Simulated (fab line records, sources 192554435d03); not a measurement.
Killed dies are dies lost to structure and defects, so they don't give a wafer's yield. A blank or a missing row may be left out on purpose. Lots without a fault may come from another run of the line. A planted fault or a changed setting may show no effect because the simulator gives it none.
Which tool did it? | flow n5_finfet | 12 lots, 36 wafers sampled, at 1 step of a route of 1938

WHAT THE GAUGES READ, wafer by wafer
N5_BEOL_M14_THK_MEAS_50: measures by xrf.
lot  | measured     | on            | M14_THK (nm)
L077 | day 12 07:44 | film_metro-01 | 585 567 569
L075 | day 12 13:40 | film_metro-01 | 576 567 567
L080 | day 13 16:02 | film_metro-01 | 558 565 564
L079 | day 13 21:20 | film_metro-01 | 567 546 565
L083 | day 14 00:19 | film_metro-02 | 558 562 561
L084 | day 15 06:11 | film_metro-02 | 553 558 554
L087 | day 15 12:33 | film_metro-02 | 559 557 558
L088 | day 15 13:14 | film_metro-02 | 561 572 572
L091 | day 16 00:52 | film_metro-01 | 561 545 552
L093 | day 16 23:56 | film_metro-02 | 552 553 554
L094 | day 17 21:04 | film_metro-02 | 586 582 575
L097 | day 18 12:40 | film_metro-02 | 545 551 551

WHICH TOOL RAN EACH LOT (tool, then ch and the chambers of the sampled wafers, then the start)
The record holds no process step before these readings.

THE ANSWER, worked out from the rows above alone
Rule: what is usual is taken from the lots themselves. Put in order of their means at a reading, lots are off if they are a third of the lots or fewer, leave a main group of 4 or more, and stand apart from it by a gap of 3 or more times the standard deviation of the main group's means; of several such gaps the widest counts. A main group whose means are all the same, to the digits that the tables above print for the reading, isn't used. A lot without any number at a reading at which 4 lots or more have one is off too. The other lots that the step has rows for count as sound.
No lot is off at any reading shown: from this, nothing can be told.

WHAT THE SIMULATOR HAD PUT IN
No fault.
